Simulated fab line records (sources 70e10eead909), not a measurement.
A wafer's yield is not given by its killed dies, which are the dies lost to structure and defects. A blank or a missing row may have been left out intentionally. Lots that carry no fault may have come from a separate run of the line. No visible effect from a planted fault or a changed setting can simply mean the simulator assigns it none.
The tool behind it: which one? | flow nand harc | 36 wafers sampled from 12 lots at 1 step of a route of 1159

WHAT THE GAUGES READ, wafer by wafer
NHARC_A_M0_OVL_MEAS_10: pitch 160 nm.
lot  | measured     | on         | overlay x nm (nm)
L074 | day 17 20:11 | overlay-01 | 1.2 0.8 1.1
L076 | day 18 10:26 | overlay-01 | -0.8 0.2 -0.1
L080 | day 18 18:31 | overlay-01 | 0.9 0.2 0.5
L083 | day 19 05:55 | overlay-02 | -0.3 -0.6 -0.6
L081 | day 19 18:20 | overlay-01 | -0.1 -0.3 -0.5
L084 | day 19 22:03 | overlay-01 | 0.0 0.0 0.3
L087 | day 20 09:56 | overlay-02 | -1.2 -0.8 -1.5
L086 | day 21 00:19 | overlay-02 | 0.9 0.6 0.3
L091 | day 22 00:27 | overlay-01 | -0.5 -0.3 -0.6
L093 | day 22 01:56 | overlay-02 | 0.1 1.0 0.6
L094 | day 23 06:48 | overlay-02 | 0.7 1.1 0.9
L097 | day 23 13:58 | overlay-02 | -0.6 0.4 0.6

WHICH TOOL RAN EACH LOT (tool, then ch and the chambers of the sampled wafers, then the start)
Record: no process step prior to these readings.

THE ANSWER, worked out from the rows above alone
Rule: what is usual is taken from the lots themselves. The widest of any qualifying gaps counts: lots, ordered by their means at a reading, are off when they make up no more than a third of the lots, leave a main group of 4 or more, and stand apart from it by 3 or more times the standard deviation of that group's means. A main group whose means are all the same, to the digits that the tables above print for the reading, isn't used. Also off: a lot with no number at a reading for which 4 or more lots have one. Where the step has rows for the other lots, those lots are counted as sound.
No lot is off on any of the readings shown, so nothing can be concluded from this.

WHAT THE SIMULATOR HAD PUT IN
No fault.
